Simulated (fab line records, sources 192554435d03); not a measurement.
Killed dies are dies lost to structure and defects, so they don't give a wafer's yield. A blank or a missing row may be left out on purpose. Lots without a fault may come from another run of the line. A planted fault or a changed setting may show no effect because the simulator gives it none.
Chamber matching | flow n5_finfet | N5_HKMG_FIN_STRIP_92 on rie_diel-06: 4 sister chambers
The step strips SOC in N2/H2, time 20 s. 8 wafers are shown with their chamber, then 9 later ones without.

WAFERS WITH THEIR CHAMBER
wafer  | chamber | drypump_motor_current_A (A) | throttle_valve_pct (%)
L076.2 | 2       | 5.3                         | 19.4
L079.4 | 0       | 4.8                         | 18.5
L079.5 | 1       | 5.6                         | 19.6
L080.2 | 1       | 5.6                         | 19.6
L080.6 | 3       | 4.9                         | 19.8
L082.1 | 3       | 4.8                         | 19.7
L082.4 | 0       | 4.8                         | 18.5
L082.5 | 2       | 5.3                         | 19.4

WAFERS WITHOUT THEIR CHAMBER
wafer  | drypump_motor_current_A (A) | throttle_valve_pct (%)
L084.1 | 4.8                         | 19.8
L084.2 | 5.3                         | 19.5
L084.4 | 5.3                         | 19.5
L090.1 | 4.8                         | 18.5
L090.4 | 4.9                         | 19.4
L090.5 | 5.6                         | 19.6
L091.3 | 4.8                         | 19.4
L091.4 | 5.6                         | 19.6
L091.5 | 4.8                         | 18.5

WHICH CHAMBER EACH WENT THROUGH
wafer  | from the rows above     | in truth
L084.1 | 3                       | 3
L084.2 | 2                       | 2
L084.4 | 2                       | 2
L090.1 | 0                       | 0
L090.4 | can't be placed: 3 or 2 | 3
L090.5 | 1                       | 1
L091.3 | 3                       | 3
L091.4 | 1                       | 1
L091.5 | 0                       | 0
Placed correctly: 8 of 9. Can't be placed from these rows: 1 (the true chamber is among the candidates in 1). Placed wrongly: 0.
How it was worked out, from the rows above alone: a wafer's distance from a chamber is the root of the sum, over the readings, of the square of ((its reading less the chamber's mean) divided by the reading's scatter). The wafer belongs to the nearest chamber; if the next one is less than 2 further off, it can't be placed. A chamber's mean is the mean of its shown wafers. The scatter: the root of (the sum of the squares of (reading less its chamber's mean) over the shown wafers, divided by (wafers less chambers)).
